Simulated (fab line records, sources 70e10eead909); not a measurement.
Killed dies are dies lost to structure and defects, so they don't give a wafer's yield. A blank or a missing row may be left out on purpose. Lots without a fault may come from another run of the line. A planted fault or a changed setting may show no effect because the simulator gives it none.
fab line records | flow nand_harc
record lots=5 wafers=15 last_day=24
route steps=1159 shown A_CONTACT@910
lots that met no fault: from a run of the same line without faults
start_h: hours from the record's first day to the start of the lot's first wafer shown | wait_h: hours since the lot's step before | " the same as in the row above | L1.1+2: a row that stands for several wafers | - no value, or no start given | * or withheld: withheld | < > ~ a bound
route shown NAME@n: a module of which the file shows steps, and the number in the route of the first | usual: mean/standard deviation of fault-free wafers | same: alike in all rows | chamber/n: place in a boat | sites: the reading at each site | _std_site: their standard deviation | _edge_site: outer sites' mean less inner sites' | radius_mm: how far each site lies from the wafer's centre | mask NAME#n: copy n | behind: the tool/chamber that last shaped the wafer | hold: why the lot was held/for how many hours/how that ended | device: the transistor (n, p or np) that didn't switch | end of line: the same wafers' tests at the end of the route | a step without rows: its recipe alone | killed: dies lost to structure and defects at the first sort, not the wafer's yield | map: a wafer's dies, x killed, . not, _ none there
set.NAME: the setting as run; set.NAME@STEP: as run at that earlier step | model.NAME: the simulator's own value behind a step, which no gauge read
lots at some steps of the route; a table a step, a row a wafer
services: from which hour (start_h, from the record's first day; less than 0 if before it) a tool's chamber was out of use, for how many hours, and why
## steps
# step NHARC_A_CONTACT_ETCH_130
# recipe source_w=withheld pressure_mtorr=20 bias_v=1200 time_s=155 target_depth_a=9560 ar_flow_sccm=withheld c4f8_flow_sccm=withheld o2_flow_sccm=withheld chemistry=C4F8/O2/Ar
# columns lot.wafer tool chamber start_h wait_h rf_hours_counter_h
L078.2 har_cap_etch-02 0 416.74 0.1 18
L078.1 " 1 " " 18
L078.5 " 1 " " -
L085.3 har_cap_etch-02 1 439.71 0.1 -
L085.5 " 1 " " -
L085.6 " 0 " " -
L084.2 har_cap_etch-03 1 440.83 0.1 89
L084.3 " 1 " " -
L084.6 " 0 " " -
L089.2 har_cap_etch-02 1 466.44 0.1 29
L089.6 " 0 " " -
L089.5 " 1 " " -
L097.2 har_cap_etch-02 1 508.60 0.1 36
L097.3 " 0 " " -
L097.5 " 1 " " -
# step NHARC_A_CONTACT_ETCH_131
# recipe source_w=withheld pressure_mtorr=20 bias_v=1200 time_s=155 target_depth_a=9560 ar_flow_sccm=withheld c4f8_flow_sccm=withheld o2_flow_sccm=withheld chemistry=C4F8/O2/Ar
# columns lot.wafer tool chamber start_h wait_h rf_hours_counter_h
L078.2 har_cap_etch-02 0 416.88 0.1 18
L078.1 " 1 " " 18
L078.5 " 1 " " -
L085.3 har_cap_etch-02 1 439.85 0.1 -
L085.5 " 1 " " -
L085.6 " 0 " " -
L084.2 har_cap_etch-03 1 440.97 0.1 90
L084.3 " 1 " " -
L084.6 " 0 " " -
L089.2 har_cap_etch-02 1 466.58 0.1 29
L089.6 " 0 " " -
L089.5 " 1 " " -
L097.2 har_cap_etch-02 1 508.74 0.1 36
L097.3 " 0 " " -
L097.5 " 1 " " -
# step NHARC_A_CONTACT_ETCH_132
# recipe source_w=withheld pressure_mtorr=20 bias_v=1200 time_s=156 target_depth_a=9580 ar_flow_sccm=withheld c4f8_flow_sccm=withheld o2_flow_sccm=withheld chemistry=C4F8/O2/Ar
# columns lot.wafer tool chamber start_h wait_h rf_hours_counter_h
L078.2 har_cap_etch-02 0 417.02 0.1 19
L078.1 " 1 " " 19
L078.5 " 1 " " -
L085.3 har_cap_etch-02 1 440.00 0.1 -
L085.5 " 1 " " -
L085.6 " 0 " " -
L084.2 har_cap_etch-03 1 441.11 0.1 90
L084.3 " 1 " " -
L084.6 " 0 " " -
L089.2 har_cap_etch-02 1 466.72 0.1 29
L089.6 " 0 " " -
L089.5 " 1 " " -
L097.2 har_cap_etch-02 1 508.88 0.1 36
L097.3 " 0 " " -
L097.5 " 1 " " -
# step NHARC_A_CONTACT_ETCH_133
# recipe source_w=withheld pressure_mtorr=20 bias_v=400 time_s=195 target_depth_a=8400 ar_flow_sccm=withheld c4f8_flow_sccm=11.5 o2_flow_sccm=7.2 chemistry=C4F8/O2/Ar
# columns lot.wafer tool chamber start_h wait_h rf_hours_counter_h
L078.2 har_cap_etch-02 0 417.16 0.1 19
L078.1 " 1 " " 19
L078.5 " 1 " " -
L085.3 har_cap_etch-02 1 440.18 0.2 -
L085.5 " 1 " " -
L085.6 " 0 " " -
L084.2 har_cap_etch-03 1 441.26 0.1 90
L084.3 " 1 " " -
L084.6 " 0 " " -
L089.2 har_cap_etch-02 1 466.89 0.1 29
L089.6 " 0 " " -
L089.5 " 1 " " -
L097.2 har_cap_etch-02 1 509.03 0.1 37
L097.3 " 0 " " -
L097.5 " 1 " " -
# step NHARC_A_CONTACT_ETCH_91
# recipe target_depth_a=400 over_etch_frac=0.5 time_s=85.7 ion_energy_ev=120 ch3f_flow_sccm=50 o2_flow_sccm=30 ar_flow_sccm=200 rf_w=500 bias_w=100 chemistry=CH3F/O2
# usual drypump_motor_current_A=5.4/0.48 oes_product_au=0.935/0.025 rf_vpp_V=244.4/1.5 showerhead_plenum_p_Torr=2.45/0.085 throttle_valve_pct=20.663/0.0082
# columns lot.wafer tool chamber start_h wait_h drypump_motor_current_A oes_product_au rf_hours_counter_h rf_vpp_V showerhead_plenum_p_Torr throttle_valve_pct
L078.2 rie_diel-12 1 417.73 0.5 4.7 0.918 4 245.7 2.57 20.673
L078.1 " 0 " " 5.5 0.907 5 242.6 2.44 20.658
L078.5 " 1 " " 4.7 0.919 - 246.0 2.57 20.659
L085.3 rie_diel-12 2 440.69 0.5 5.1 0.934 9 244.5 2.40 20.660
L085.5 " 0 " " 5.5 0.918 - 243.2 2.44 20.653
L085.6 " 1 " " 4.7 0.922 - 245.6 2.57 20.657
L084.2 rie_diel-12 1 441.83 0.5 4.7 0.990 9 245.2 2.57 20.669
L084.3 " 3 " " 6.2 1.003 9 243.8 2.34 20.678
L084.6 " 0 " " 5.5 0.978 - 244.2 2.44 20.645
L089.2 rie_diel-02 1 467.44 0.5 5.5 0.928 47 246.5 2.47 20.663
L089.6 " 3 " " 5.4 0.940 - 244.6 2.44 20.663
L089.5 " 0 " " 5.9 0.944 - 244.9 2.40 20.675
L097.3 rie_diel-12 3 509.65 0.4 6.2 0.918 24 242.9 2.34 20.675
L097.2 " 0 " " 5.5 0.914 23 245.0 2.44 20.653
L097.5 " 2 " " 5.2 0.941 - 243.3 2.40 20.669
# step NHARC_A_CONTACT_ETCH_97
# recipe target_depth_a=200 over_etch_frac=0.5 time_s=10 ion_energy_ev=250 c4f6_flow_sccm=25 o2_flow_sccm=20 ar_flow_sccm=500 rf_w=600 bias_w=500 chemistry=C4F6/O2
# usual drypump_motor_current_A=5.4/0.47 oes_product_au=0.960/0.021 rf_vpp_V=546.5/2.8 showerhead_plenum_p_Torr=3.90/0.13 throttle_valve_pct=26.903/0.0099
# columns lot.wafer tool chamber start_h wait_h drypump_motor_current_A oes_product_au rf_hours_counter_h rf_vpp_V showerhead_plenum_p_Torr throttle_valve_pct
L078.2 rie_diel-12 1 - - 4.7 0.957 4 551.2 4.10 26.902
L078.1 " 3 " " 6.2 0.942 5 543.6 3.75 26.904
L078.5 " 1 " " 4.7 0.948 - 550.5 4.10 26.906
L085.3 rie_diel-12 2 - - 5.2 0.951 9 545.2 3.84 26.894
L085.5 " 2 " " 5.2 0.937 - 545.6 3.84 26.916
L085.6 " 3 " " 6.2 0.945 - 543.3 3.75 26.915
L084.3 rie_diel-12 2 - - 5.2 1.006 9 544.1 3.84 26.902
L084.2 " 3 " " 6.2 1.007 9 543.6 3.75 26.896
L084.6 " 1 " " 4.7 0.986 - 550.2 4.09 26.908
L089.2 rie_diel-02 0 - - 6.0 0.964 44 545.6 3.84 26.917
L089.5 " 3 " " 5.4 0.956 - 547.7 3.90 26.899
L089.6 " 0 " " 6.0 0.951 - 546.6 3.84 26.899
L097.3 rie_diel-12 1 - - 4.7 0.963 25 550.3 4.08 26.903
L097.2 " 2 " " 5.2 0.963 25 544.9 3.83 26.915
L097.5 " 3 " " 6.2 0.962 - 543.4 3.74 26.908
# step NHARC_A_CONTACT_CD_MEAS_80
# usual cd_nm=189.5/0.68
# columns lot.wafer tool chamber start_h wait_h cd_nm
L078.1 cd_sem-02 - 417.94 - 188.3
L078.2 " - " " 188.9
L078.5 " - " " 189.3
L085.3 cd_sem-01 - 440.88 - 190.1
L085.5 " - " " 190.2
L085.6 " - " " 189.5
L084.2 cd_sem-02 - 442.04 - 189.5
L084.3 " - " " 188.5
L084.6 " - " " 189.1
L089.2 cd_sem-03 - 467.63 - 189.2
L089.5 " - " " 189.8
L089.6 " - " " 189.1
L097.2 cd_sem-03 - 509.84 - 188.9
L097.3 " - " " 188.8
L097.5 " - " " 189.4
# step NHARC_A_CONTACT_STRIP_103
# recipe n2_flow_sccm=150 h2_flow_sccm=150 ar_flow_sccm=0 bias_w=0 chemistry=N2/H2
# columns lot.wafer tool chamber start_h wait_h
L078.2+1+5 rie_diel-04 1,3,2 418.02 0.1
L085.3+6+5 rie_diel-04 0,1,2 440.98 0.1
L084.3+2+6 rie_diel-12 0,3,1 442.11 0.1
L089.2+5+6 rie_diel-02 3,2,3 467.71 0.1
L097.2+3+5 rie_diel-12 3,2,0 509.93 0.1
# step NHARC_A_CONTACT_STRIP_104
# recipe cf4_flow_sccm=100 chf3_flow_sccm=30 ar_flow_sccm=0 bias_w=0 chemistry=CF4/CHF3
# columns lot.wafer tool chamber start_h wait_h
L078.1+2+5 rie_diel-04 3,0,1 418.12 0.1
L085.3+6+5 rie_diel-04 3,0,1 441.17 0.2
L084.3+2+6 rie_diel-12 2,3,3 442.21 0.1
L089.2+5+6 rie_diel-02 2,3,0 467.80 0.1
L097.3+2+5 rie_diel-12 2,0,1 510.02 0.1
# step NHARC_A_CONTACT_STRIP_105
# recipe o2_flow_sccm=400 cos_flow_sccm=20 ar_flow_sccm=0 bias_w=0 chemistry=O2/COS
# columns lot.wafer tool chamber start_h wait_h
L078.2+1+5 rie_diel-04 3,0,3 418.22 0.1
L085.3+6+5 rie_diel-04 3,1,2 441.27 0.1
L084.3+2+6 rie_diel-12 0,1,3 442.27 0.1
L089.2+6+5 rie_diel-02 0,1,2 467.86 0.1
L097.2+3+5 rie_diel-12 3,0,2 510.09 0.1
# step NHARC_A_CONTACT_ETCH_106
# recipe target_depth_a=600 overetch_a=60 time_s=33 ion_energy_ev=100 cf4_flow_sccm=80 o2_flow_sccm=20 ar_flow_sccm=0 rf_w=300 bias_w=100 chemistry=CF4/O2
# usual drypump_motor_current_A=5.4/0.44 oes_f_703_au=1.001/0.0048 oes_product_au=1.004/0.011 rf_vpp_V=197.6/1.2 showerhead_plenum_p_Torr=1.32/0.047 throttle_valve_pct=13.398/0.0092
# columns lot.wafer tool chamber start_h wait_h drypump_motor_current_A oes_f_703_au oes_product_au rf_hours_counter_h rf_vpp_V showerhead_plenum_p_Torr throttle_valve_pct
L078.2 rie_diel-04 0 418.30 0.1 5.6 1.002 0.994 50 196.4 1.32 13.401
L078.1 " 2 " " 5.8 1.011 1.008 51 197.6 1.31 13.388
L078.5 " 3 " " 5.2 1.007 0.987 - 195.7 1.27 13.404
L085.3 rie_diel-04 0 441.34 0.1 5.6 1.005 1.000 58 197.2 1.32 13.412
L085.6 " 1 " " 4.9 1.008 0.993 - 196.7 1.32 13.411
L085.5 " 2 " " 5.8 1.004 1.004 - 197.8 1.31 13.397
L084.3 rie_diel-12 3 442.33 0.1 6.2 0.994 0.995 9 197.0 1.27 13.409
L084.2 " 1 " " 4.7 1.007 1.003 9 198.8 1.40 13.382
L084.6 " 3 " " 6.2 1.000 1.006 - 196.9 1.27 13.405
L089.2 rie_diel-02 0 467.93 0.1 6.0 0.993 1.020 44 198.2 1.30 13.406
L089.5 " 1 " " 5.5 1.001 1.012 - 197.1 1.34 13.411
L089.6 " 2 " " 5.2 0.998 1.016 - 200.0 1.44 13.396
L097.2 rie_diel-12 1 510.15 0.1 4.7 1.004 0.995 25 198.8 1.39 13.421
L097.3 " 2 " " 5.2 0.994 1.009 25 196.9 1.30 13.392
L097.5 " 0 " " 5.5 1.001 0.979 - 198.1 1.32 13.383
# step NHARC_A_CONTACT_STRIP_82
# recipe o2_flow_sccm=500 ar_flow_sccm=0 bias_w=0 chemistry=O2
# usual drypump_motor_current_A=5.4/0.44 oes_product_au=1.004/0.011 rf_vpp_V=57.7/0.92 showerhead_plenum_p_Torr=3.51/0.12 throttle_valve_pct=17.036/0.009
# columns lot.wafer tool chamber start_h wait_h drypump_motor_current_A oes_product_au rf_hours_counter_h rf_vpp_V showerhead_plenum_p_Torr throttle_valve_pct
L078.1 rie_diel-04 3 - - 5.2 0.997 46 57.4 3.35 17.044
L078.2 " 0 " " 5.6 0.998 50 56.4 3.49 17.036
L078.5 " 1 " " 4.9 1.008 - 58.2 3.50 17.049
L085.3 rie_diel-04 0 - - 5.6 1.017 58 57.4 3.49 17.030
L085.6 " 1 " " 5.0 1.025 - 58.4 3.50 17.025
L085.5 " 2 " " 5.8 1.018 - 57.0 3.46 17.038
L084.3 rie_diel-12 0 - - 5.5 0.979 9 57.2 3.50 17.034
L084.2 " 2 " " 5.2 0.997 9 57.7 3.45 17.018
L084.6 " 0 " " 5.5 0.977 - 58.3 3.50 17.016
L089.2 rie_diel-02 1 - - 5.5 1.016 47 58.5 3.55 17.047
L089.5 " 2 " " 5.2 1.007 - 57.7 3.78 17.060
L089.6 " 3 " " 5.4 1.015 - 57.6 3.50 17.037
L097.3 rie_diel-12 3 - - 6.2 0.987 24 58.2 3.36 17.043
L097.2 " 0 " " 5.5 0.980 23 57.9 3.50 17.029
L097.5 " 2 " " 5.2 1.003 - 59.4 3.44 17.033
# step NHARC_A_CONTACT_STRIP_83
# recipe time_s=600 temp_c=30 chemistry=post_etch_residue_remover
# columns lot.wafer tool chamber start_h wait_h
L078.1+2+5 wet_bench-01 2,4,7 418.87 -
L085.6+3+5 wet_bench-06 3,5,6 441.72 -
L084.2+3+6 wet_bench-01 4,6,0 442.71 -
L089.5+2+6 wet_bench-01 7,0,1 468.31 -
L097.2+5+3 wet_bench-05 7,0,2 510.66 -
# step NHARC_A_CONTACT_DEP_84
# recipe target_thk_a=20000 temp_c=400 material=aC
# usual throttle_valve_pct=35.001/0.0093
# columns lot.wafer tool chamber start_h wait_h throttle_valve_pct
L078.1 acl_dep-03 0 419.13 - 34.995
L078.2 " 0 " " 35.009
L078.5 " 0 " " 34.990
L085.3 acl_dep-03 0 442.38 - 35.000
L085.5 " 0 " " 34.992
L085.6 " 0 " " 34.993
L084.2 acl_dep-01 0 444.39 - 34.996
L084.3 " 0 " " 34.995
L084.6 " 0 " " 34.994
L089.2 acl_dep-02 0 470.06 - 35.009
L089.5 " 0 " " 34.988
L089.6 " 0 " " 35.017
L097.2 acl_dep-03 0 512.25 - 35.013
L097.3 " 0 " " 35.007
L097.5 " 0 " " 34.997
# step NHARC_A_CONTACT_DEP_85
# recipe target_thk_a=500 target_thk_nm=50 temp_c=400 pressure_torr=3.5 flow_sccm=200 rf_w=350 material=SiON
# usual heater_power_w=733/120
# columns lot.wafer tool chamber start_h wait_h heater_power_w
L078.1 pecvd-03 2 420.44 1.1 606
L078.2 " 0 " " 663
L078.5 " 2 " " 598
L085.3 pecvd-04 2 443.28 0.7 834
L085.6 " 0 " " 952
L085.5 " 1 " " 854
L084.2 pecvd-02 2 445.45 0.9 583
L084.3 " 1 " " 614
L084.6 " 2 " " 604
L089.2 pecvd-04 0 471.12 0.8 892
L089.5 " 1 " " 729
L089.6 " 2 " " 816
L097.2 pecvd-04 2 513.33 0.9 813
L097.3 " 0 " " 959
L097.5 " 0 " " 967
# step NHARC_A_CONTACT_DEHYDRATE_00
# recipe temp_c=150 time_s=120
# usual chill_plate_temp_C=23.01/0.11 heater_power_total_W=182.5/1.1
# columns lot.wafer tool chamber start_h wait_h chill_plate_temp_C heater_power_total_W
L078.1 litho_track-01 0 420.68 0.2 23.17 184.5
L078.2 " 0 " " 23.07 181.7
L078.5 " 0 " " 23.05 184.0
L085.3 litho_track-04 0 443.49 0.2 22.83 183.8
L085.5 " 0 " " 23.00 182.8
L085.6 " 0 " " 22.95 184.4
L084.2 litho_track-06 0 445.72 0.2 23.07 180.7
L084.3 " 0 " " 23.02 182.9
L084.6 " 0 " " 23.11 182.2
L089.2 litho_track-04 0 471.39 0.2 22.99 183.9
L089.5 " 0 " " 23.21 182.0
L089.6 " 0 " " 22.96 182.3
L097.2 litho_track-06 0 513.58 0.2 23.06 184.4
L097.3 " 0 " " 22.97 182.6
L097.5 " 0 " " 23.07 181.0
# step NHARC_A_CONTACT_HMDS_01
# recipe time_s=30
# usual chill_plate_temp_C=22.99/0.1
# columns lot.wafer tool chamber start_h wait_h chill_plate_temp_C
L078.1 litho_track-01 0 - - 23.18
L078.2 " 0 " " 23.09
L078.5 " 0 " " 23.10
L085.3 litho_track-04 0 - - 22.95
L085.5 " 0 " " 23.08
L085.6 " 0 " " 23.16
L084.2 litho_track-06 0 - - 22.97
L084.3 " 0 " " 22.84
L084.6 " 0 " " 23.11
L089.2 litho_track-04 0 - - 22.98
L089.5 " 0 " " 23.06
L089.6 " 0 " " 22.89
L097.2 litho_track-06 0 - - 23.00
L097.3 " 0 " " 22.95
L097.5 " 0 " " 23.03
# step NHARC_A_CONTACT_COAT_86
# recipe temp_c=260 time_s=75
# usual chill_plate_temp_C=23.01/0.11 heater_power_total_W=486.7/1.6
# columns lot.wafer tool chamber start_h wait_h chill_plate_temp_C heater_power_total_W
L078.1 litho_track-01 0 - - 22.80 489.1
L078.2 " 0 " " 22.89 485.4
L078.5 " 0 " " 22.95 485.4
L085.3 litho_track-04 0 - - 23.17 484.7
L085.5 " 0 " " 22.93 484.9
L085.6 " 0 " " 23.05 487.4
L084.2 litho_track-06 0 - - 22.94 489.2
L084.3 " 0 " " 23.02 487.1
L084.6 " 0 " " 22.75 484.4
L089.2 litho_track-04 0 - - 23.16 489.3
L089.5 " 0 " " 23.11 484.6
L089.6 " 0 " " 23.28 484.9
L097.2 litho_track-06 0 - - 23.00 485.0
L097.3 " 0 " " 22.91 484.6
L097.5 " 0 " " 23.11 488.0
# step NHARC_A_CONTACT_COAT_87
# recipe temp_c=225 time_s=65
# usual chill_plate_temp_C=22.99/0.11 heater_power_total_W=446.8/2
# columns lot.wafer tool chamber start_h wait_h chill_plate_temp_C heater_power_total_W
L078.1 litho_track-01 0 - - 22.94 447.9
L078.2 " 0 " " 22.83 447.9
L078.5 " 0 " " 22.97 444.0
L085.3 litho_track-04 0 - - 22.89 447.2
L085.5 " 0 " " 22.97 448.8
L085.6 " 0 " " 23.05 448.9
L084.2 litho_track-06 0 - - 22.91 446.6
L084.3 " 0 " " 23.08 444.6
L084.6 " 0 " " 22.76 443.9
L089.2 litho_track-04 0 - - 22.82 449.5
L089.5 " 0 " " 22.80 447.6
L089.6 " 0 " " 22.96 444.4
L097.2 litho_track-06 0 - - 23.06 449.2
L097.3 " 0 " " 22.87 444.8
L097.5 " 0 " " 23.06 446.0
# step NHARC_A_CONTACT_COAT_02
# recipe spin_rpm=1500 resist_thk_nm=90
# usual chill_plate_temp_C=23.00/0.11
# columns lot.wafer tool chamber start_h wait_h chill_plate_temp_C
L078.1 litho_track-01 0 - - 22.91
L078.2 " 0 " " 23.00
L078.5 " 0 " " 23.15
L085.3 litho_track-04 0 - - 23.00
L085.5 " 0 " " 22.88
L085.6 " 0 " " 22.88
L084.2 litho_track-06 0 - - 22.96
L084.3 " 0 " " 23.00
L084.6 " 0 " " 23.20
L089.2 litho_track-04 0 - - 23.05
L089.5 " 0 " " 22.97
L089.6 " 0 " " 23.04
L097.2 litho_track-06 0 - - 22.85
L097.3 " 0 " " 22.84
L097.5 " 0 " " 22.93
# step NHARC_A_CONTACT_SOFTBAKE_03
# recipe temp_c=105 time_s=55
# usual chill_plate_temp_C=23.01/0.11 heater_power_total_W=188.47/0.15
# columns lot.wafer tool chamber start_h wait_h chill_plate_temp_C heater_power_total_W
L078.1 litho_track-01 0 - - 22.84 188.64
L078.2 " 0 " " 23.01 188.49
L078.5 " 0 " " 23.11 188.28
L085.3 litho_track-04 0 - - 23.05 188.27
L085.5 " 0 " " 22.87 188.44
L085.6 " 0 " " 22.71 188.25
L084.2 litho_track-06 0 - - 22.94 188.72
L084.3 " 0 " " 23.04 188.30
L084.6 " 0 " " 22.95 188.61
L089.2 litho_track-04 0 - - 23.22 188.37
L089.5 " 0 " " 23.02 188.28
L089.6 " 0 " " 23.09 188.68
L097.2 litho_track-06 0 - - 22.76 188.34
L097.3 " 0 " " 22.95 188.42
L097.5 " 0 " " 22.83 188.49
# step NHARC_A_CONTACT_EBR_04
# usual chill_plate_temp_C=23.02/0.11
# columns lot.wafer tool chamber start_h wait_h chill_plate_temp_C
L078.1 litho_track-01 0 - - 22.90
L078.2 " 0 " " 22.98
L078.5 " 0 " " 22.85
L085.3 litho_track-04 0 - - 23.02
L085.5 " 0 " " 23.11
L085.6 " 0 " " 22.91
L084.2 litho_track-06 0 - - 22.96
L084.3 " 0 " " 23.03
L084.6 " 0 " " 23.20
L089.2 litho_track-04 0 - - 23.00
L089.5 " 0 " " 23.14
L089.6 " 0 " " 23.11
L097.2 litho_track-06 0 - - 23.05
L097.3 " 0 " " 22.92
L097.5 " 0 " " 23.08
# step NHARC_A_CONTACT_EXPOSE_05
# recipe na=1.35 sigma_outer=0.8 dose_mj=84.24 mask_id=A_CC
# columns lot.wafer tool chamber start_h wait_h mask
L078.1+2+5 arfi_scanner-01 0 420.99 - A_CC#0
L085.3+5+6 arfi_scanner-01 0 443.69 - A_CC#0
L084.2+3+6 arfi_scanner-01 0 445.91 - A_CC#0
L089.2+5+6 arfi_scanner-03 0 471.70 - A_CC#0
L097.2+3+5 arfi_scanner-03 0 513.89 - A_CC#0
# step NHARC_A_CONTACT_PEB_06
# recipe peb_temp_c=100 peb_time_s=65
# usual chill_plate_temp_C=23.01/0.11 heater_power_total_W=156.7/0.41
# columns lot.wafer tool chamber start_h wait_h chill_plate_temp_C heater_power_total_W
L078.1 litho_track-04 0 421.05 0.1 22.77 157.1
L078.2 " 0 " " 23.09 156.8
L078.5 " 0 " " 22.85 156.5
L085.3 litho_track-06 0 443.74 0.0 22.84 157.1
L085.5 " 0 " " 22.98 156.7
L085.6 " 0 " " 22.90 156.5
L084.2 litho_track-04 0 445.97 0.1 22.98 156.1
L084.3 " 0 " " 22.89 155.9
L084.6 " 0 " " 22.95 156.8
L089.2 litho_track-04 0 471.76 0.1 23.26 156.7
L089.5 " 0 " " 23.18 156.5
L089.6 " 0 " " 23.17 156.3
L097.2 litho_track-06 0 513.95 0.1 23.08 157.0
L097.3 " 0 " " 22.95 156.4
L097.5 " 0 " " 23.15 157.1
# step NHARC_A_CONTACT_DEVELOP_07
# recipe develop_time_s=35 dev_temp_c=23
# usual chill_plate_temp_C=23.00/0.11 developer_temp_C=23.04/0.097
# columns lot.wafer tool chamber start_h wait_h chill_plate_temp_C developer_temp_C
L078.1 litho_track-04 0 - - 22.97 23.12
L078.2 " 0 " " 22.95 23.07
L078.5 " 0 " " 22.99 23.11
L085.3 litho_track-06 0 - - 23.04 23.14
L085.5 " 0 " " 23.08 23.08
L085.6 " 0 " " 22.99 23.19
L084.2 litho_track-04 0 - - 23.01 23.14
L084.3 " 0 " " 22.93 23.00
L084.6 " 0 " " 23.01 23.04
L089.2 litho_track-04 0 - - 23.16 22.86
L089.5 " 0 " " 23.00 23.09
L089.6 " 0 " " 22.95 22.83
L097.2 litho_track-06 0 - - 22.99 23.08
L097.3 " 0 " " 23.00 22.93
L097.5 " 0 " " 22.89 23.11
# step NHARC_A_CONTACT_CD_MEAS_08
# recipe target_cd_nm=100 landing_energy_ev=500
# usual cd_nm=100.5/0.56
# columns lot.wafer tool chamber start_h wait_h cd_nm
L078.1 cd_sem-03 0 421.13 - 100.2
L078.2 " 0 " " 99.7
L078.5 " 0 " " 100.2
L085.3 cd_sem-02 0 443.83 - 101.3
L085.5 " 0 " " 99.9
L085.6 " 0 " " 100.6
L084.2 cd_sem-03 0 446.05 - 100.9
L084.3 " 0 " " 100.9
L084.6 " 0 " " 100.5
L089.2 cd_sem-01 0 471.84 - 100.9
L089.5 " 0 " " 101.3
L089.6 " 0 " " 100.4
L097.2 cd_sem-03 0 514.03 - 100.5
L097.3 " 0 " " 100.3
L097.5 " 0 " " 101.0
# step NHARC_A_CONTACT_OVL_MEAS_09
# usual overlay_x_nm=0.3/0.69 overlay_y_nm=-0.2/0.73
# columns lot.wafer tool chamber start_h wait_h overlay_x_nm overlay_y_nm
L078.1 overlay-01 - 421.23 - -1.1 1.2
L078.2 " - " " -1.5 0.0
L078.5 " - " " -0.9 0.3
L085.3 overlay-01 - 443.92 - 1.0 0.2
L085.5 " - " " 1.1 0.4
L085.6 " - " " 1.0 0.7
L084.2 overlay-01 - 446.13 - 0.8 0.6
L084.3 " - " " 1.0 0.2
L084.6 " - " " 0.6 0.5
L089.2 overlay-02 - 471.93 - 0.3 -0.6
L089.5 " - " " -0.5 0.0
L089.6 " - " " -0.4 -1.0
L097.2 overlay-01 - 514.12 - -0.4 0.9
L097.3 " - " " 0.2 -0.2
L097.5 " - " " -0.2 -0.2
# step NHARC_A_CONTACT_INSPECT_10
# usual raw_defect_count=30/14
# columns lot.wafer tool chamber start_h wait_h raw_defect_count
L078.1 defect_inspect-01 - 421.27 0.0 27
L078.2 " - " " 21
L078.5 " - " " 12
L085.3 defect_inspect-02 - 443.96 0.0 43
L085.5 " - " " 35
L085.6 " - " " 42
L084.2 defect_inspect-02 - 446.17 0.0 7
L084.3 " - " " 23
L084.6 " - " " 13
L089.2 defect_inspect-01 - 471.97 0.0 22
L089.5 " - " " 27
L089.6 " - " " 27
L097.2 defect_inspect-02 - 514.15 0.0 10
L097.3 " - " " 15
L097.5 " - " " 15
# step NHARC_A_CONTACT_DESCUM_13
# recipe time_s=3 o2_flow_sccm=200 ar_flow_sccm=0 bias_power_w=0 chemistry=O2
# usual drypump_motor_current_A=5.4/0.45 oes_product_au=1.005/0.011 rf_vpp_V=57.7/0.84 showerhead_plenum_p_Torr=1.89/0.064 throttle_valve_pct=11.312/0.008
# columns lot.wafer tool chamber start_h wait_h drypump_motor_current_A oes_product_au rf_hours_counter_h rf_vpp_V showerhead_plenum_p_Torr throttle_valve_pct
L078.1 rie_diel-12 3 421.33 0.1 6.2 1.004 5 58.4 1.82 11.305
L078.2 " 2 " " 5.2 1.021 5 58.8 1.87 11.304
L078.5 " 3 " " 6.1 1.009 - 57.2 1.82 11.317
L085.3 rie_diel-02 3 444.04 0.1 5.4 1.012 31 57.3 1.90 11.303
L085.6 " 2 " " 5.2 1.027 - 59.4 2.06 11.323
L085.5 " 3 " " 5.4 1.010 - 57.6 1.90 11.300
L084.2 rie_diel-12 1 446.30 0.1 4.7 0.994 10 58.3 2.00 11.300
L084.3 " 3 " " 6.2 0.998 10 56.9 1.82 11.317
L084.6 " 1 " " 4.7 0.997 - 58.8 2.00 11.299
L089.2 rie_diel-12 1 472.04 0.1 4.7 0.999 15 59.4 2.00 11.310
L089.6 " 3 " " 6.2 0.997 - 56.3 1.82 11.314
L089.5 " 0 " " 5.5 0.993 - 57.9 1.90 11.302
L097.2 rie_diel-12 0 514.26 0.1 5.5 0.987 23 58.7 1.90 11.310
L097.3 " 1 " " 4.7 1.009 26 57.8 2.00 11.299
L097.5 " 2 " " 5.1 1.010 - 56.8 1.86 11.314
# step NHARC_A_CONTACT_ETCH_88
# recipe target_depth_a=390 over_etch_frac=0.3 time_s=65 ion_energy_ev=80 cf4_flow_sccm=150 ar_flow_sccm=0 rf_w=300 bias_w=100 chemistry=CF4
# usual drypump_motor_current_A=5.4/0.45 oes_product_au=1.003/0.011 rf_vpp_V=151.1/1 showerhead_plenum_p_Torr=1.75/0.057 throttle_valve_pct=13.285/0.0098
# columns lot.wafer tool chamber start_h wait_h drypump_motor_current_A oes_product_au rf_hours_counter_h rf_vpp_V showerhead_plenum_p_Torr throttle_valve_pct
L078.2 rie_diel-12 2 421.42 0.1 5.1 1.010 5 148.9 1.73 13.289
L078.1 " 0 " " 5.5 0.988 5 150.9 1.76 13.280
L078.5 " 2 " " 5.2 1.012 - 151.8 1.73 13.296
L085.3 rie_diel-02 2 444.12 0.1 5.2 1.020 37 151.4 1.90 13.292
L085.5 " 2 " " 5.2 1.014 - 153.3 1.90 13.264
L085.6 " 3 " " 5.4 1.008 - 151.3 1.76 13.298
L084.2 rie_diel-12 2 446.38 0.1 5.2 1.002 9 151.6 1.73 13.291
L084.3 " 3 " " 6.2 0.990 10 149.9 1.69 13.273
L084.6 " 2 " " 5.2 1.006 - 150.0 1.73 13.295
L089.2 rie_diel-12 1 472.12 0.1 4.7 0.990 15 151.0 1.85 13.289
L089.6 " 0 " " 5.5 0.988 - 151.6 1.76 13.288
L089.5 " 1 " " 4.7 0.981 - 152.3 1.85 13.259
L097.3 rie_diel-12 0 514.33 0.1 5.5 0.986 23 151.4 1.75 13.277
L097.2 " 2 " " 5.2 1.008 25 150.3 1.72 13.282
L097.5 " 0 " " 5.5 0.986 - 150.4 1.75 13.300
## services
# columns tool chamber start_h hours kind
acl_dep-03 - 405.58 13.0 pm
pecvd-03 1 411.13 9.1 repair
arfi_scanner-03 - 421.89 0.6 repair
pecvd-04 0 425.86 6.0 repair
pecvd-02 - 430.98 1.4 repair
wet_bench-01 - 439.11 0.6 repair
litho_track-01 - 443.00 7.0 pm
pecvd-03 - 443.71 2.3 repair
pecvd-03 - 446.07 0.3 repair
wet_bench-06 - 458.60 3.1 repair
rie_diel-04 - 465.99 9.0 pm
litho_track-06 - 467.00 7.0 pm
arfi_scanner-01 - 473.22 1.1 repair
pecvd-03 - 473.33 13.0 pm
acl_dep-01 - 474.24 13.0 pm
rie_diel-02 1 476.65 8.6 repair
rie_diel-04 1 482.68 7.7 repair
arfi_scanner-03 - 484.00 4.0 pm
litho_track-04 - 491.00 7.0 pm
rie_diel-04 0 495.01 1.6 repair
rie_diel-04 2 505.53 21.7 repair
rie_diel-02 - 505.76 9.0 pm
arfi_scanner-03 - 509.93 0.7 repair
arfi_scanner-03 - 512.07 1.4 repair
## key
fault none
